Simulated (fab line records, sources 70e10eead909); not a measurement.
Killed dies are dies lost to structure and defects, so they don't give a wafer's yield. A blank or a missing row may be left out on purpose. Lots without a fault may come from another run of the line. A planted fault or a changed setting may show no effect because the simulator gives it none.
fab line records | flow nand_harc
record lots=24 wafers=72 last_day=24
route steps=1159 shown A_CHANNEL_HOLE_D1@473 A_CHANNEL_FILL_D1@496 A_STAIRCASE@519
lots that met no fault: from a run of the same line without faults
start_h: hours from the record's first day to the start of the lot's first wafer shown | wait_h: hours since the lot's step before | " the same as in the row above | L1.1+2: a row that stands for several wafers | - no value, or no start given | * or withheld: withheld | < > ~ a bound
route shown NAME@n: a module of which the file shows steps, and the number in the route of the first | usual: mean/standard deviation of fault-free wafers | same: alike in all rows | chamber/n: place in a boat | sites: the reading at each site | _std_site: their standard deviation | _edge_site: outer sites' mean less inner sites' | radius_mm: how far each site lies from the wafer's centre | mask NAME#n: copy n | behind: the tool/chamber that last shaped the wafer | hold: why the lot was held/for how many hours/how that ended | device: the transistor (n, p or np) that didn't switch | end of line: the same wafers' tests at the end of the route | a step without rows: its recipe alone | killed: dies lost to structure and defects at the first sort, not the wafer's yield | map: a wafer's dies, x killed, . not, _ none there
set.NAME: the setting as run; set.NAME@STEP: as run at that earlier step | model.NAME: the simulator's own value behind a step, which no gauge read
steps of the route over a sample of lots; a table a step, a row a wafer
services: from which hour (start_h, from the record's first day; less than 0 if before it) a tool's chamber was out of use, for how many hours, and why
## steps
# step NHARC_A_CHANNEL_HOLE_D1_ETCH_21
# recipe bias_v=3000 source_w=withheld pressure_mtorr=20 time_s=514.3 ar_flow_sccm=375 c4f8_flow_sccm=89.3 o2_flow_sccm=35.7 temp_c=-20 target_depth_a=16000 chemistry=C4F8/O2/Ar
# usual drypump_motor_current_A=5.97/0.25 showerhead_plenum_p_Torr=3.73/0.096 throttle_valve_pct=32.154/0.0091
# columns lot.wafer tool chamber start_h wait_h drypump_motor_current_A rf_hours_counter_h showerhead_plenum_p_Torr throttle_valve_pct
L075.1 har_etch-01 0 172.18 0.3 6.29 184 3.73 32.148
L075.3 " 0 " " 6.27 - 3.73 32.155
L075.4 " 1 " " 5.77 - 3.60 32.157
L074.1 har_etch-02 1 179.01 0.3 6.16 102 3.88 32.172
L074.6 " 0 " " 5.69 - 3.73 32.147
L074.5 " 1 " " 6.21 - 3.88 32.161
L076.2 har_etch-01 0 192.96 0.3 6.23 192 3.73 32.147
L076.4 " 0 " " 6.24 - 3.73 32.165
L076.5 " 0 " " 6.29 - 3.73 32.156
L077.1 har_etch-02 0 194.30 0.3 5.72 107 3.73 32.129
L077.6 " 1 " " 6.17 - 3.87 32.152
L077.5 " 0 " " 5.70 - 3.73 32.145
L078.4 har_etch-01 1 201.51 0.3 5.76 - 3.59 32.157
L078.3 " 0 " " 6.28 - 3.73 32.158
L078.6 " 1 " " 5.76 - 3.59 32.150
L080.2 har_etch-01 1 213.27 0.3 5.76 203 3.59 32.156
L080.6 " 1 " " 5.76 - 3.59 32.149
L080.5 " 0 " " 6.28 - 3.72 32.154
L079.1 har_etch-02 1 214.72 0.3 6.17 117 3.87 32.156
L079.2 " 0 " " 5.70 117 3.73 32.164
L079.3 " 1 " " 6.20 - 3.87 32.167
L081.4 har_etch-01 0 228.81 0.3 6.26 - 3.72 32.149
L081.3 " 1 " " 5.76 - 3.58 32.179
L081.5 " 1 " " 5.80 - 3.58 32.162
L083.2 har_etch-02 1 228.89 0.3 6.22 122 3.86 32.158
L083.3 " 1 " " 6.22 - 3.86 32.163
L083.6 " 1 " " 6.21 - 3.86 32.140
L082.1 har_etch-01 1 232.83 0.3 5.78 212 3.58 32.161
L082.3 " 0 " " 6.27 - 3.72 32.156
L082.5 " 1 " " 5.79 - 3.58 32.154
L084.4 har_etch-02 1 243.37 0.3 6.16 - 3.86 32.167
L084.3 " 0 " " 5.71 - 3.72 32.149
L084.6 " 0 " " 5.67 - 3.72 32.144
L086.1 har_etch-02 0 252.88 0.3 5.67 133 3.72 32.151
L086.3 " 1 " " 6.16 - 3.86 32.165
L086.6 " 0 " " 5.69 - 3.72 32.161
L085.3 har_etch-01 1 253.41 0.3 5.75 - 3.58 32.141
L085.6 " 1 " " 5.75 - 3.58 32.157
L085.5 " 0 " " 6.20 - 3.71 32.153
L087.3 har_etch-02 1 257.18 0.3 6.18 - 3.86 32.154
L087.5 " 0 " " 5.69 - 3.71 32.154
L087.6 " 1 " " 6.21 - 3.85 32.167
L089.1 har_etch-02 0 265.18 0.3 5.69 141 3.71 32.169
L089.4 " 0 " " 5.70 - 3.71 32.156
L089.5 " 1 " " 6.10 - 3.85 32.149
L088.1 har_etch-01 0 265.84 0.3 6.21 226 3.71 32.153
L088.3 " 0 " " 6.22 - 3.71 32.174
L088.4 " 1 " " 5.80 - 3.58 32.175
L091.2 har_etch-02 1 272.97 0.3 6.20 145 3.85 32.146
L091.4 " 0 " " 5.70 - 3.71 32.145
L091.6 " 1 " " 6.20 - 3.85 32.169
L090.2 har_etch-01 1 273.40 0.3 5.77 230 3.57 32.145
L090.4 " 1 " " 5.76 - 3.57 32.158
L090.6 " 1 " " 5.76 - 3.57 32.155
L092.2 har_etch-02 0 281.47 0.3 5.70 150 3.71 32.149
L092.3 " 0 " " 5.70 - 3.71 32.148
L092.5 " 1 " " 6.16 - 3.85 32.161
L093.1 har_etch-02 1 285.55 0.3 6.23 154 3.85 32.142
L093.2 " 0 " " 5.70 154 3.71 32.167
L093.6 " 0 " " 5.68 - 3.71 32.153
L095.2 har_etch-01 0 298.89 0.3 6.21 240 3.70 32.136
L095.3 " 0 " " 6.18 - 3.70 32.167
L095.6 " 1 " " 5.76 - 3.57 32.150
L094.4 har_etch-02 0 300.10 0.3 5.69 - 3.70 32.161
L094.5 " 0 " " 5.70 - 3.70 32.150
L094.6 " 1 " " 6.16 - 3.84 32.155
L096.2 har_etch-02 1 308.26 0.3 6.20 165 3.84 32.137
L096.6 " 0 " " 5.70 - 3.70 32.158
L096.5 " 1 " " 6.16 - 3.84 32.165
L097.4 har_etch-02 1 312.50 0.3 6.25 - 3.84 32.148
L097.3 " 0 " " 5.70 - 3.70 32.160
L097.5 " 0 " " 5.71 - 3.70 32.166
# step NHARC_A_CHANNEL_HOLE_D1_STRIP_27
# recipe o2_flow_sccm=500 ar_flow_sccm=0 bias_w=0 chemistry=O2
# usual drypump_motor_current_A=5.7/0.43 oes_product_au=0.994/0.015 rf_vpp_V=57.7/0.89 showerhead_plenum_p_Torr=3.50/0.1 throttle_valve_pct=17.037/0.0089
# same bias_w=0
# columns lot.wafer tool chamber start_h wait_h drypump_motor_current_A oes_product_au rf_hours_counter_h rf_vpp_V showerhead_plenum_p_Torr throttle_valve_pct
L075.4 rie_diel-05 3 - - 5.6 0.969 0 59.4 3.49 17.029
L075.3 " 1 " " 5.7 0.990 0 57.0 3.38 17.041
L075.1 " 2 " " 5.0 0.977 0 57.3 3.42 17.041
L074.1 rie_diel-05 0 - - 6.0 1.012 0 56.4 3.33 17.034
L074.6 " 2 " " 4.9 0.983 - 58.0 3.42 17.023
L074.5 " 3 " " 5.6 0.968 - 57.6 3.49 17.030
L076.4 rie_diel-12 0 - - 5.0 0.998 11 58.8 3.44 17.039
L076.2 " 1 " " 5.7 0.983 11 59.3 3.63 17.032
L076.5 " 1 " " 5.7 0.970 - 57.4 3.63 17.036
L077.1 rie_diel-12 3 - - 5.0 0.997 10 57.8 3.63 17.035
L077.6 " 1 " " 5.7 0.970 - 58.4 3.63 17.024
L077.5 " 2 " " 5.9 0.989 - 58.5 3.59 17.012
L078.3 rie_diel-11 2 - - 6.2 1.017 1 57.1 3.53 17.040
L078.4 " 0 " " 5.8 1.026 1 56.7 3.47 17.022
L078.6 " 3 " " 5.8 0.999 - 58.7 3.64 17.024
L080.2 rie_diel-12 0 - - 5.0 0.997 0 57.1 3.44 17.029
L080.6 " 3 " " 5.0 0.997 - 59.4 3.63 17.052
L080.5 " 0 " " 5.0 1.002 - 56.8 3.44 17.030
L079.1 rie_diel-11 2 - - 6.2 0.987 2 57.4 3.53 17.050
L079.3 " 3 " " 5.8 0.996 2 57.1 3.64 17.042
L079.2 " 0 " " 5.9 1.006 2 58.4 3.46 17.039
L081.4 rie_diel-05 1 - - 5.7 0.998 6 57.4 3.37 17.025
L081.3 " 2 " " 4.9 0.994 6 56.8 3.41 17.027
L081.5 " 2 " " 4.9 0.991 - 57.2 3.42 17.040
L083.2 rie_diel-12 0 - - 5.0 1.004 1 57.5 3.44 17.042
L083.3 " 1 " " 5.7 0.987 1 57.0 3.63 17.025
L083.6 " 0 " " 5.0 0.991 - 56.8 3.44 17.027
L082.1 rie_diel-12 0 - - 5.0 0.999 1 58.4 3.44 17.041
L082.3 " 2 " " 5.9 1.002 1 56.9 3.59 17.038
L082.5 " 0 " " 5.0 0.999 - 58.0 3.44 17.052
L084.3 rie_diel-12 3 - - 4.9 1.005 1 59.4 3.63 17.027
L084.4 " 0 " " 5.0 1.007 2 57.8 3.44 17.031
L084.6 " 2 " " 5.9 1.008 - 56.5 3.59 17.043
L086.1 rie_diel-05 3 - - 5.6 0.970 7 57.9 3.48 17.042
L086.3 " 0 " " 6.0 1.016 8 58.1 3.33 17.030
L086.6 " 2 " " 5.0 0.991 - 56.4 3.41 17.050
L085.3 rie_diel-11 2 - - 6.2 0.992 5 58.2 3.53 17.033
L085.6 " 1 " " 6.2 1.000 - 58.7 3.41 17.037
L085.5 " 2 " " 6.3 0.993 - 58.7 3.53 17.030
L087.3 rie_diel-11 0 - - 5.9 1.017 5 58.0 3.46 17.028
L087.6 " 0 " " 5.9 1.004 - 58.5 3.46 17.045
L087.5 " 1 " " 6.1 0.992 - 56.4 3.41 17.041
L089.1 rie_diel-12 1 - - 5.7 0.989 3 57.8 3.63 17.049
L089.4 " 2 " " 5.9 1.010 3 57.8 3.59 17.030
L089.5 " 0 " " 5.0 1.007 - 57.1 3.44 17.038
L088.1 rie_diel-05 3 - - 5.6 0.960 8 57.9 3.48 17.042
L088.4 " 0 " " 6.0 1.015 8 56.8 3.33 17.048
L088.3 " 1 " " 5.7 0.992 9 56.6 3.37 17.023
L091.4 rie_diel-05 0 - - 6.0 1.021 9 57.1 3.33 17.028
L091.2 " 2 " " 5.0 0.981 10 57.9 3.41 17.030
L091.6 " 0 " " 6.0 1.018 - 56.5 3.33 17.043
L090.2 rie_diel-11 3 - - 5.8 1.000 6 57.7 3.64 17.032
L090.4 " 0 " " 5.9 1.010 7 56.4 3.46 17.044
L090.6 " 3 " " 5.8 1.000 - 59.2 3.64 17.057
L092.2 rie_diel-05 2 - - 4.9 0.993 12 57.5 3.41 17.035
L092.3 " 0 " " 6.0 1.022 10 58.7 3.33 17.037
L092.5 " 1 " " 5.7 1.008 - 56.7 3.37 17.044
L093.2 rie_diel-05 3 - - 5.6 0.970 10 58.8 3.48 17.041
L093.1 " 1 " " 5.7 1.002 11 56.4 3.37 17.033
L093.6 " 0 " " 6.0 1.018 - 56.0 3.33 17.024
L095.3 rie_diel-11 2 - - 6.2 0.972 8 58.7 3.52 17.039
L095.2 " 0 " " 5.9 0.998 7 58.5 3.46 17.052
L095.6 " 2 " " 6.2 0.985 - 58.7 3.53 17.027
L094.4 rie_diel-11 1 - - 6.1 1.001 7 57.2 3.40 17.028
L094.5 " 3 " " 5.8 1.001 - 57.2 3.64 17.042
L094.6 " 0 " " 5.9 1.014 - 59.3 3.46 17.034
L096.2 rie_diel-12 3 - - 5.0 0.996 6 58.6 3.63 17.031
L096.6 " 2 " " 5.9 1.012 - 58.5 3.58 17.035
L096.5 " 3 " " 5.0 1.001 - 57.1 3.63 17.031
L097.3 rie_diel-11 1 - - 6.1 0.991 8 57.3 3.40 17.042
L097.4 " 0 " " 5.9 1.007 9 57.7 3.46 17.037
L097.5 " 1 " " 6.1 0.996 - 58.9 3.40 17.044
# step NHARC_A_CHANNEL_FILL_D1_ALD_16
# recipe target_thk_a=15 pulse_time_s=10 ald_cycles=15 temp_c=300 material=SiO2
# usual heater_power_w=469/39 precursor_pulse_height_rel=1.001/0.02 susceptor_temp_C=299.99/0.19
# columns lot.wafer tool chamber start_h wait_h heater_power_w precursor_pulse_height_rel susceptor_temp_C
L075.1 ald_hk-01 2 191.54 1.3 431 0.987 300.13
L075.3 " 3 " " 531 0.998 300.18
L075.4 " 0 " " 517 0.984 300.32
L074.1 ald_hk-01 1 197.08 0.3 489 1.019 -
L074.5 " 3 " " 536 0.982 -
L074.6 " 0 " " 502 0.983 -
L076.4 ald_hk-01 0 210.57 0.0 494 1.004 300.02
L076.2 " 1 " " 486 1.022 300.12
L076.5 " 1 " " 504 0.963 300.30
L077.1 ald_hk-02 3 210.62 0.1 478 1.004 300.10
L077.5 " 1 " " 449 1.012 300.19
L077.6 " 2 " " 486 1.001 299.98
L078.3 ald_hk-01 3 219.29 0.3 552 1.001 299.92
L078.4 " 1 " " 484 1.000 299.95
L078.6 " 2 " " 425 0.996 299.74
L080.2 ald_hk-04 3 234.71 3.1 493 0.987 300.00
L080.6 " 2 " " 403 1.003 299.98
L080.5 " 3 " " 503 0.988 299.91
L079.1 ald_hk-02 2 234.72 3.1 482 0.991 300.16
L079.2 " 3 " " 461 1.007 300.01
L079.3 " 1 " " 446 1.020 300.07
L083.2 ald_hk-02 1 250.21 0.0 462 1.024 300.02
L083.3 " 3 " " 468 1.008 299.63
L083.6 " 1 " " 444 1.048 299.96
L081.4 ald_hk-01 1 250.22 0.0 500 0.982 300.39
L081.3 " 3 " " 531 1.010 300.23
L081.5 " 1 " " 496 1.023 299.94
L082.3 ald_hk-02 1 250.37 0.2 451 1.007 300.09
L082.1 " 0 " " 489 1.038 299.56
L082.5 " 2 " " 474 1.005 299.97
L084.3 ald_hk-01 1 261.13 0.0 518 1.006 -
L084.4 " 3 " " 541 1.001 -
L084.6 " 2 " " 450 0.975 -
L085.3 ald_hk-04 1 272.24 0.1 441 1.006 300.37
L085.5 " 2 " " 404 1.029 299.85
L085.6 " 3 " " 495 0.995 300.24
L087.3 ald_hk-01 2 272.33 0.2 451 1.010 299.92
L087.5 " 0 " " 506 1.025 299.85
L087.6 " 1 " " 523 0.992 299.94
L086.3 ald_hk-04 2 272.35 0.2 399 0.983 300.06
L086.1 " 0 " " 429 1.023 300.15
L086.6 " 2 " " 402 0.963 299.93
L088.4 ald_hk-04 2 282.75 0.0 403 0.986 300.03
L088.1 " 3 " " 482 0.990 300.10
L088.3 " 1 " " 450 0.980 299.74
L089.1 ald_hk-01 0 282.75 0.0 500 0.959 299.91
L089.4 " 2 " " 452 0.998 300.04
L089.5 " 0 " " 492 1.029 299.76
L091.2 ald_hk-04 0 292.16 0.0 422 1.001 300.09
L091.4 " 1 " " 433 0.958 300.13
L091.6 " 1 " " 442 0.996 300.16
L090.4 ald_hk-02 0 292.21 0.1 487 1.013 299.92
L090.2 " 1 " " 460 1.018 299.88
L090.6 " 2 " " 474 1.003 300.14
L092.3 ald_hk-01 3 300.78 1.2 543 1.013 299.86
L092.2 " 1 " " 499 1.006 299.96
L092.5 " 3 " " 546 1.030 300.36
L093.1 ald_hk-04 3 305.92 0.2 505 0.999 300.00
L093.2 " 0 " " 433 1.020 299.84
L093.6 " 1 " " 443 0.967 299.47
L095.3 ald_hk-02 2 316.62 0.1 472 1.005 299.70
L095.2 " 3 " " 437 1.000 299.92
L095.6 " 1 " " 448 1.014 300.01
L094.4 ald_hk-02 1 316.75 0.2 448 0.997 299.90
L094.5 " 1 " " 450 0.985 299.91
L094.6 " 2 " " 485 1.005 300.06
L096.2 ald_hk-04 1 326.01 0.0 454 1.005 299.89
L096.5 " 1 " " 431 0.996 300.02
L096.6 " 2 " " 420 0.984 299.71
L097.4 ald_hk-04 3 330.03 0.1 486 0.945 300.12
L097.3 " 0 " " 426 0.948 300.01
L097.5 " 2 " " 411 0.988 299.79
# step NHARC_A_CHANNEL_FILL_D1_RTA_24
# recipe temp_c=1000 time_s=5
# usual lamp_power_pct=32.97/0.12 wafer_temp_C_max=1004.8/1.2
# columns lot.wafer tool chamber start_h wait_h lamp_power_pct wafer_temp_C_max
L075.1 rtp_anneal-01 0 227.10 0.2 32.83 1005.6
L075.3 " 0 " " 32.88 1006.9
L075.4 " 0 " " 32.78 1004.1
L074.1 rtp_anneal-02 0 234.61 0.0 33.14 1005.2
L074.5 " 0 " " 33.08 1003.8
L074.6 " 0 " " 33.12 1003.8
L076.2 rtp_anneal-02 0 246.53 0.1 33.24 1004.7
L076.4 " 0 " " 33.10 1003.9
L076.5 " 0 " " 33.07 1005.5
L077.1 rtp_anneal-02 0 246.67 0.2 33.07 1005.0
L077.5 " 0 " " 33.12 1005.5
L077.6 " 0 " " 33.13 1004.1
L078.3 rtp_anneal-02 0 254.64 0.1 33.07 1004.2
L078.4 " 0 " " 33.07 1004.2
L078.6 " 0 " " 32.99 1005.2
L079.1 rtp_anneal-01 0 270.11 0.0 32.89 1006.9
L079.2 " 0 " " 32.90 1005.8
L079.3 " 0 " " 32.85 1003.6
L080.2 rtp_anneal-02 0 270.14 0.1 33.06 1002.9
L080.5 " 0 " " 33.09 1005.6
L080.6 " 0 " " 33.08 1005.6
L082.1 rtp_anneal-02 0 285.48 0.0 33.06 1003.6
L082.3 " 0 " " 33.10 1003.2
L082.5 " 0 " " 33.09 1004.6
L081.3 rtp_anneal-01 0 285.53 0.1 32.83 1005.5
L081.4 " 0 " " 32.84 1005.8
L081.5 " 0 " " 32.83 1004.4
L083.2 rtp_anneal-02 0 285.68 0.1 33.09 1003.2
L083.3 " 0 " " 33.05 1004.3
L083.6 " 0 " " 33.07 1002.7
L084.3 rtp_anneal-02 0 296.51 0.1 33.13 1003.3
L084.4 " 0 " " 33.13 1005.3
L084.6 " 0 " " 33.07 1003.4
L085.3 rtp_anneal-01 0 307.55 0.4 32.89 1007.4
L085.5 " 0 " " 32.85 1004.2
L085.6 " 0 " " 32.84 1006.6
L086.1 rtp_anneal-01 0 307.66 0.5 32.86 1006.1
L086.3 " 0 " " 32.90 1005.3
L086.6 " 0 " " 32.87 1004.8
L087.3 rtp_anneal-01 0 312.05 0.1 32.88 1005.9
L087.5 " 0 " " 32.89 1005.5
L087.6 " 0 " " 32.82 1004.8
L089.1 rtp_anneal-02 0 318.55 0.0 33.04 1005.1
L089.4 " 0 " " 33.07 1005.2
L089.5 " 0 " " 33.06 1003.2
L088.1 rtp_anneal-01 0 318.55 0.0 32.89 1005.6
L088.3 " 0 " " 32.92 1004.6
L088.4 " 0 " " 32.82 1003.4
L090.2 rtp_anneal-01 0 327.47 0.1 32.81 1004.2
L090.4 " 0 " " 32.77 1004.0
L090.6 " 0 " " 32.80 1004.6
L091.2 rtp_anneal-02 0 327.61 0.2 33.09 1004.3
L091.4 " 0 " " 33.10 1005.0
L091.6 " 0 " " 33.10 1004.6
L092.2 rtp_anneal-02 0 342.94 0.1 33.05 1002.8
L092.3 " 0 " " 33.04 1004.9
L092.5 " 0 " " 33.05 1004.0
L093.1 rtp_anneal-01 0 343.01 0.1 32.85 1007.3
L093.2 " 0 " " 32.84 1005.1
L093.6 " 0 " " 32.83 1005.4
L095.2 rtp_anneal-02 0 355.89 0.1 33.04 1005.0
L095.3 " 0 " " 33.15 1003.2
L095.6 " 0 " " 33.07 1003.8
L094.4 rtp_anneal-02 0 356.43 0.6 33.03 1002.4
L094.5 " 0 " " 33.07 1003.7
L094.6 " 0 " " 33.08 1003.6
L096.2 rtp_anneal-01 0 362.39 0.1 32.81 1005.0
L096.5 " 0 " " 32.79 1004.5
L096.6 " 0 " " 32.85 1004.6
L097.3 rtp_anneal-01 0 365.99 0.2 32.83 1004.0
L097.4 " 0 " " 32.84 1004.8
L097.5 " 0 " " 32.90 1007.1
# step NHARC_A_STAIRCASE_DEP_156
# recipe target_thk_a=500 temp_c=400 target_thk_nm=50 flow_sccm=200 rf_w=450 material=SiNx
# usual heater_power_w=766/120 rf_fwd_power_W=448.2/1.6 susceptor_temp_C=399.99/0.23
# columns lot.wafer tool chamber start_h wait_h heater_power_w rf_fwd_power_W susceptor_temp_C
L075.1 pecvd-03 0 227.39 0.1 799 445.7 400.14
L075.3 " 1 " " 881 449.1 399.76
L075.4 " 0 " " 798 445.1 399.79
L074.1 pecvd-04 2 234.93 0.1 626 449.2 400.07
L074.5 " 1 " " 717 449.2 399.55
L074.6 " 2 " " 622 448.6 400.08
L076.2 pecvd-03 2 246.84 0.1 713 446.5 399.67
L076.4 " 1 " " 839 450.9 399.87
L076.5 " 2 " " 702 447.2 399.60
L077.1 pecvd-03 2 247.01 0.1 712 447.5 399.99
L077.6 " 1 " " 801 448.9 400.12
L077.5 " 0 " " 791 449.0 400.03
L078.3 pecvd-01 0 254.84 0.1 990 449.3 400.28
L078.4 " 0 " " 985 449.6 400.26
L078.6 " 1 " " 816 446.1 400.46
L079.3 pecvd-01 0 270.38 0.1 929 450.9 400.24
L079.2 " 1 " " 713 445.9 399.64
L079.1 " 2 " " 936 451.0 400.25
L080.2 pecvd-04 1 270.44 0.1 785 447.6 400.34
L080.5 " 0 " " 564 448.3 400.21
L080.6 " 1 " " 774 448.4 400.22
L081.3 pecvd-01 0 285.77 0.1 978 446.5 399.80
L081.5 " 2 " " 837 449.0 399.86
L081.4 " 0 " " 1003 446.9 399.94
L082.3 pecvd-04 0 285.77 0.1 703 446.8 400.14
L082.1 " 1 " " 731 448.9 399.97
L082.5 " 1 " " 718 450.8 399.62
L083.2 pecvd-03 2 285.94 0.1 584 446.5 400.02
L083.3 " 0 " " 709 447.5 399.80
L083.6 " 1 " " 706 448.9 400.12
L084.3 pecvd-01 1 296.75 0.1 833 445.7 399.72
L084.4 " 0 " " 1035 450.5 399.87
L084.6 " 1 " " 843 445.5 399.92
L085.3 pecvd-01 0 307.82 0.1 996 447.9 400.32
L085.6 " 1 " " 782 444.5 400.14
L085.5 " 2 " " 820 449.7 399.94
L086.1 pecvd-04 1 307.93 0.1 685 446.1 399.99
L086.3 " 2 " " 545 446.5 400.07
L086.6 " 1 " " 718 446.4 400.37
L087.3 pecvd-03 0 312.26 0.1 771 445.4 400.18
L087.5 " 0 " " 731 446.1 399.83
L087.6 " 2 " " 637 447.3 399.60
L089.1 pecvd-01 1 318.81 0.1 840 446.7 399.97
L089.5 " 1 " " 830 447.1 399.87
L089.4 " 0 " " 990 447.3 399.86
L088.1 pecvd-04 0 318.82 0.1 629 449.3 400.23
L088.3 " 1 " " 757 449.4 400.16
L088.4 " 1 " " 758 447.1 400.11
L090.2 pecvd-04 2 327.76 0.1 597 450.6 400.10
L090.6 " 1 " " 806 450.3 399.88
L090.4 " 2 " " 580 449.9 400.32
L091.2 pecvd-01 2 327.91 0.1 793 448.2 399.60
L091.4 " 0 " " 922 450.2 400.00
L091.6 " 2 " " 840 448.0 399.77
L092.3 pecvd-04 2 343.20 0.1 594 447.8 399.96
L092.2 " 0 " " 645 448.9 400.00
L092.5 " 1 " " 774 448.7 400.22
L093.2 pecvd-01 0 343.95 0.6 1038 448.7 400.34
L093.1 " 1 " " 814 449.0 399.92
L093.6 " 0 " " 991 448.7 400.29
L095.2 pecvd-03 0 356.15 0.1 683 450.1 400.58
L095.3 " 1 " " 759 448.5 399.88
L095.6 " 0 " " 698 449.9 399.95
L094.6 pecvd-03 0 356.69 0.1 752 449.9 399.70
L094.4 " 1 " " 809 448.6 400.01
L094.5 " 2 " " 714 448.6 399.70
L096.2 pecvd-03 2 362.77 0.1 708 448.8 400.06
L096.5 " 2 " " 682 448.3 400.17
L096.6 " 1 " " 773 446.8 400.53
L097.3 pecvd-01 0 366.35 0.1 908 448.2 399.81
L097.5 " 0 " " 890 448.2 400.18
L097.4 " 1 " " 840 446.5 399.86
# step NHARC_A_STAIRCASE_TRIM_14
# recipe time_s=211.2 o2_flow_sccm=500 ar_flow_sccm=0 bias_w=0 chemistry=O2
# usual drypump_motor_current_A=5.7/0.45 oes_product_au=0.997/0.013 rf_vpp_V=57.8/0.96 showerhead_plenum_p_Torr=3.50/0.18 throttle_valve_pct=17.036/0.0092
# same bias_w=0
# columns lot.wafer tool chamber start_h wait_h drypump_motor_current_A oes_product_au rf_hours_counter_h rf_vpp_V showerhead_plenum_p_Torr throttle_valve_pct
L075.4 rie_diel-04 0 - - 5.0 1.012 46 57.9 3.71 17.043
L075.1 " 2 " " 5.4 1.003 47 57.1 3.48 17.027
L075.3 " 3 " " 5.6 0.987 49 56.2 3.57 17.038
L074.1 rie_diel-02 2 - - 5.8 0.980 28 57.2 3.28 17.045
L074.6 " 2 " " 5.8 0.976 - 56.8 3.28 17.031
L074.5 " 3 " " 5.2 1.009 - 57.2 3.34 17.026
L076.4 rie_diel-02 0 - - 6.2 1.000 35 57.4 3.31 17.032
L076.2 " 1 " " 6.3 0.993 35 58.1 3.38 17.037
L076.5 " 0 " " 6.3 0.996 - 58.6 3.30 17.052
L077.1 rie_diel-02 1 - - 6.2 0.998 36 57.5 3.38 17.027
L077.5 " 0 " " 6.2 0.990 - 58.5 3.30 17.034
L077.6 " 1 " " 6.3 0.997 - 58.2 3.38 17.030
L078.3 rie_diel-01 2 - - 6.1 1.009 40 60.1 3.60 17.036
L078.4 " 3 " " 5.0 1.000 39 58.7 3.35 17.047
L078.6 " 2 " " 6.1 1.014 - 58.9 3.60 17.028
L079.1 rie_diel-01 2 - - 6.2 1.012 42 57.7 3.59 17.039
L079.3 " 0 " " 5.8 0.991 41 58.0 3.62 17.034
L079.2 " 1 " " 5.3 1.005 43 58.8 3.78 17.034
L080.2 rie_diel-01 1 - - 5.3 1.007 43 58.5 3.78 17.027
L080.5 " 2 " " 6.1 1.017 - 56.8 3.59 17.035
L080.6 " 0 " " 5.8 0.993 - 58.1 3.62 17.043
L082.1 rie_diel-04 0 - - 5.0 1.004 65 58.7 3.70 17.027
L082.3 " 3 " " 5.6 0.971 68 58.3 3.56 17.042
L082.5 " 1 " " 6.0 1.000 - 57.5 3.57 17.039
L083.3 rie_diel-02 1 - - 6.3 0.991 48 56.7 3.38 17.023
L083.2 " 0 " " 6.2 0.980 48 58.4 3.30 17.038
L083.6 " 2 " " 5.9 0.966 - 54.4 3.27 17.046
L081.4 rie_diel-02 1 - - 6.3 0.981 48 57.5 3.38 17.051
L081.3 " 2 " " 5.9 0.967 44 57.0 3.27 17.034
L081.5 " 0 " " 6.2 0.993 - 57.3 3.30 17.043
L084.3 rie_diel-01 3 - - 5.0 0.997 55 57.5 3.34 17.035
L084.4 " 0 " " 5.8 0.994 53 60.8 3.62 17.031
L084.6 " 2 " " 6.1 1.005 - 59.4 3.59 17.036
L086.3 rie_diel-04 1 - - 6.0 1.006 4 58.3 3.57 17.030
L086.1 " 0 " " 5.0 0.983 3 57.3 3.70 17.031
L086.6 " 1 " " 6.0 1.000 - 58.6 3.57 17.041
L085.3 rie_diel-02 3 - - 5.2 1.011 55 55.9 3.33 17.035
L085.5 " 3 " " 5.2 1.010 - 56.5 3.33 17.030
L085.6 " 2 " " 5.8 0.973 - 57.6 3.26 17.045
L087.3 rie_diel-04 2 - - 5.4 1.011 5 59.2 3.46 17.043
L087.6 " 3 " " 5.6 0.982 - 57.9 3.56 17.035
L087.5 " 0 " " 5.0 1.003 - 58.9 3.70 17.018
L088.1 rie_diel-04 3 - - 5.6 0.980 7 57.3 3.56 17.043
L088.4 " 1 " " 6.0 1.007 10 57.9 3.57 17.036
L088.3 " 2 " " 5.4 1.008 9 56.2 3.46 17.038
L089.1 rie_diel-02 0 - - 6.3 0.973 59 57.6 3.29 17.057
L089.4 " 1 " " 6.4 0.982 64 57.1 3.37 17.039
L089.5 " 3 " " 5.2 1.015 - 58.1 3.32 17.050
L090.2 rie_diel-01 3 - - 5.0 0.994 3 56.8 3.33 17.042
L090.4 " 1 " " 5.3 1.010 - 58.9 3.77 17.029
L090.6 " 0 " " 5.8 0.981 - 58.4 3.61 17.037
L091.4 rie_diel-04 0 - - 5.0 0.991 13 58.5 3.69 17.034
L091.2 " 1 " " 5.9 1.004 15 58.3 3.56 17.034
L091.6 " 0 " " 5.0 0.991 - 58.2 3.69 17.024
L092.3 rie_diel-01 2 - - 6.1 1.002 6 56.3 3.58 17.038
L092.2 " 3 " " 5.0 0.987 10 58.7 3.33 17.035
L092.5 " 2 " " 6.2 1.006 - 57.9 3.58 17.030
L093.2 rie_diel-02 3 - - 5.2 1.025 3 57.3 3.32 17.031
L093.1 " 1 " " 6.3 1.010 4 57.5 3.37 17.037
L093.6 " 2 " " 5.8 0.990 - 58.1 3.81 17.037
L095.2 rie_diel-02 0 - - 6.2 1.009 9 56.4 3.29 17.035
L095.3 " 1 " " 6.4 1.002 8 58.0 3.36 17.017
L095.6 " 2 " " 5.8 1.001 - 58.2 3.80 17.059
L094.4 rie_diel-04 0 - - 5.0 0.993 27 57.6 3.68 17.034
L094.6 " 1 " " 6.0 1.013 - 57.5 3.56 17.029
L094.5 " 2 " " 5.4 0.995 - 58.2 3.45 17.035
L096.2 rie_diel-02 2 - - 5.8 1.006 10 59.0 3.80 17.048
L096.6 " 0 " " 6.2 1.009 - 57.2 3.28 17.044
L096.5 " 1 " " 6.3 1.014 - 57.9 3.36 17.037
L097.3 rie_diel-02 1 - - 6.3 1.001 12 57.6 3.36 17.021
L097.5 " 2 " " 5.8 0.994 - 57.5 3.80 17.031
L097.4 " 0 " " 6.2 0.997 - 56.5 3.28 17.017
## services
# columns tool chamber start_h hours kind
pecvd-01 - 150.17 0.3 repair
rie_diel-02 - 150.70 9.0 pm
pecvd-03 1 160.35 10.1 repair
rie_diel-05 - 163.62 9.0 pm
rie_diel-11 0 174.02 9.4 repair
pecvd-01 0 178.52 23.2 repair
rie_diel-12 3 183.88 6.7 repair
ald_hk-04 - 189.24 10.0 pm
rie_diel-11 - 189.50 9.0 pm
pecvd-03 1 199.78 1.7 repair
rie_diel-11 2 200.68 1.2 repair
rie_diel-12 - 202.68 9.0 pm
rie_diel-05 1 204.46 4.9 repair
rie_diel-02 3 205.93 7.4 repair
rie_diel-02 2 219.20 6.0 repair
ald_hk-01 - 228.00 10.0 pm
pecvd-01 - 237.06 13.0 pm
pecvd-01 - 254.33 0.4 repair
rtp_anneal-02 - 300.00 12.0 pm
har_etch-01 - 305.00 17.0 pm
rie_diel-02 0 310.33 8.5 repair
rie_diel-02 - 327.70 9.0 pm
ald_hk-01 - 329.71 0.3 repair
rie_diel-02 3 355.46 16.0 repair
## key
fault none
